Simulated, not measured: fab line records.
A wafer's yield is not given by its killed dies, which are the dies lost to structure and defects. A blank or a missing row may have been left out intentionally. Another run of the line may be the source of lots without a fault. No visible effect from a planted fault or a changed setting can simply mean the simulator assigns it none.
A lot that was struck, set against a sound lot + flow n5-finfet + 17 out of 1938 route steps
Sound: these wafers, L579.1, L579.4, L579.6. Struck: wafer L582.2. (L582.3, L582.6 of the same lot were not struck and are left out.) The cause comes at the end.
Each step with rows lists, per side, the tool, then ch with its chambers, then its first start. Under that, the readings that differ: sound wafers + struck wafers + difference of the means + sigmas: that difference in standard deviations of wafers without a fault.
alike: a reading whose means differ by less than 2 such deviations, as well as words and numbers matching on both sides. not compared: withheld readings; readings where some wafer has no value; bounds like >300 that might hide an equal value; numbers whose values overlap and for which the record gives no deviation.
A row with sigmas, a row that says differs or no value, or rows on one side alone: a step with any of these is where the two part. Numbers that don't overlap but have no deviation are shown without sigmas and don't part them. Lack of a reading on every wafer of one side parts them only where that side has two or more wafers.

first, 8 steps without rows for these wafers: N5_BEOL_M13_COAT_58 (time 60 s, resist thk 89 nm); N5_BEOL_M13_COAT_04 (resist thk 400 nm); N5_BEOL_M13_EBR_06; N5_BEOL_M13_SOFTBAKE_05 (time 60 s); N5_BEOL_M13_EXPOSE_07 (exposes mask V12); N5_BEOL_M13_PEB_08 (peb time 90 s); N5_BEOL_M13_DEVELOP_09 (develop time 45 s); N5_BEOL_M13_HARDBAKE_14 (time 120 s).
N5_BEOL_M13_CD_MEAS_10: target cd 190 nm.
  sound on cd-sem-02 ch 0, day 11 16:47; struck on cd-sem-03 ch 0, day 12 02:05
  alike: cd-nm
N5_BEOL_M13_OVL_MEAS_11:
  sound on overlay-01 ch 0, day 11 16:49; struck on overlay-02 ch 0, day 12 02:06
| reading      | sound    | struck | difference | sigmas |
|--------------|----------|--------|------------|--------|
| V12_OVL (nm) | -3 -7 -2 | 9      | +13        | +3     |
N5_BEOL_M13_INSPECT_12: inspects for defects (macro).
  sound on defect-inspect-01, day 11 16:50; struck on defect-inspect-02, day 12 02:08
  alike: raw-defect-count
N5_BEOL_M13_DESCUM_15: chemistry O2, time 7.9 s.
  sound on rie-diel-02 ch 2,3, day 11 17:05; struck on rie-diel-02 ch 3, day 12 02:14
  alike: bias-power-w, drypump-motor-current-A, oes-product-au, rf-vpp-V, showerhead-plenum-p-Torr, throttle-valve-pct
  not compared: rf-hours-counter-h
N5_BEOL_M13_ETCH_59: etches BARC in N2/H2, target depth 89 nm, overetch 26.7 nm, time 67.9 s.
  sound on rie-diel-02 ch 2,3, day 11 17:07; struck on rie-diel-02 ch 3, day 12 02:17
| reading                                    | sound             | struck | difference | sigmas |
|--------------------------------------------|-------------------|--------|------------|--------|
| oes-product-au (a.u.)                      | 0.60 0.71 0.59    | 0.82   | +0.19      | +2     |
| run-length-s (s)                           | 91.5 90.9 91.1    | 80.3   | -10.9      | -22    |
| model.coat_of_BEOL_M13_COAT_04.thk-nm (nm) | 321.4 318.6 320.4 | 325.6  | +5.5       |        |
  alike: drypump-motor-current-A, rf-vpp-V, showerhead-plenum-p-Torr, throttle-valve-pct
  not compared: rf-hours-counter-h
N5_BEOL_M13_VIA_ETCH_16: etches SiOC in C4F8/O2/Ar, target depth 921.7 nm.
  sound on rie-diel-02 ch 2,3, day 11 17:10; struck on rie-diel-02 ch 3, day 12 02:20
| reading                                    | sound        | struck | difference | sigmas |
|--------------------------------------------|--------------|--------|------------|--------|
| model.coat_of_BEOL_M13_COAT_04.thk-nm (nm) | 73 66.4 70.4 | 82.2   | +12.3      |        |
  alike: drypump-motor-current-A, mfc-ar-sccm, oes-product-au, rf-vpp-V, showerhead-plenum-p-Torr, throttle-valve-pct
N5_BEOL_M13_STRIP_63: strips in N2/H2.
  sound on plasma-asher-01 ch 0,1, day 11 17:24; struck on plasma-asher-02 ch 0, day 12 02:34
| reading                      | sound             | struck | difference | sigmas |
|------------------------------|-------------------|--------|------------|--------|
| oes-product-au (a.u.)        | 0.677 0.670 0.671 | 0.684  | +0.011     | +2     |
| strip-time-to-endpoint-s (s) | 28.5 26.6 27.8    | 31.2   | +3.6       | +3     |
  alike: drypump-motor-current-A, heater-power-w
  not compared: rf-hours-counter-h
N5_BEOL_M13_STRIP_64: strips in N2/H2.
  sound on plasma-asher-01 ch 0,1, day 11 17:28; struck on plasma-asher-02 ch 0, day 12 02:38
  alike: drypump-motor-current-A, heater-power-w, oes-product-au, strip-time-to-endpoint-s
  not compared: rf-hours-counter-h
following that, these wafers have no rows for 1 step: N5_PASSIVATION_PROBE_49.

WHERE THEY PART
First at N5_BEOL_M13_OVL_MEAS_11; last, within this record, at N5_BEOL_M13_STRIP_63. Later steps at which nothing parts them and some readings are alike: N5_BEOL_M13_STRIP_64.

WHY: whatever the simulator had introduced
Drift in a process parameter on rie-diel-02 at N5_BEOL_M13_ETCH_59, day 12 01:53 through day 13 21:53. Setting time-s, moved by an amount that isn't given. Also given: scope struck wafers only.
